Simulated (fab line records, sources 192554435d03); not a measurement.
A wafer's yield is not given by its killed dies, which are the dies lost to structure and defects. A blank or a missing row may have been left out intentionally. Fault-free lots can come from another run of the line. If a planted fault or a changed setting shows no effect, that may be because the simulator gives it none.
Chamber matching	flow n5 finfet	N5_GATE_CUT_STRIP_59 on rie diel-02 has 4 sister chambers
The step strips in N2/H2, time 20 s. 4 wafers are shown with their chamber, then 12 later ones without.

WAFERS WITH THEIR CHAMBER
wafer	chamber	drypump motor current A (A)
L090.4	3	5.7
L092.1	1	6.1
L092.2	2	5.5
L092.4	0	5.4

WAFERS WITHOUT THEIR CHAMBER
wafer	drypump motor current A (A)
L093.2	5.4
L093.4	5.7
L093.6	5.5
L094.1	5.4
L094.3	6.0
L094.4	5.5
L095.2	6.1
L095.5	6.0
L095.6	5.5
L096.2	6.0
L096.5	5.4
L096.6	6.0

THE CHAMBER EACH PASSED THROUGH
wafer	from the rows above	in truth
L093.2	can't be placed: 0 or 2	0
L093.4	3	3
L093.6	can't be placed: 2 or 0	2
L094.1	can't be placed: 0 or 2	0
L094.3	1	1
L094.4	can't be placed: 2 or 0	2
L095.2	1	1
L095.5	1	1
L095.6	can't be placed: 2 or 0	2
L096.2	1	1
L096.5	can't be placed: 0 or 2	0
L096.6	1	1
6 of 12 placed correctly. Cannot be placed on the basis of these rows: 6; the candidates contain the true chamber in 6. Number placed wrongly: 0.
How it was worked out, from the rows above alone: a wafer's distance from a chamber is the root of the sum, over the readings, of the square of ((its reading less the chamber's mean) divided by the reading's scatter). If the next closest chamber is less than 2 further off than the closest, the wafer can't be placed; otherwise it belongs to the closest. A chamber's mean is the mean of its shown wafers. The scatter: with one shown wafer a chamber, the root of the mean of the squares of how far each hidden wafer lies from its nearest shown one.
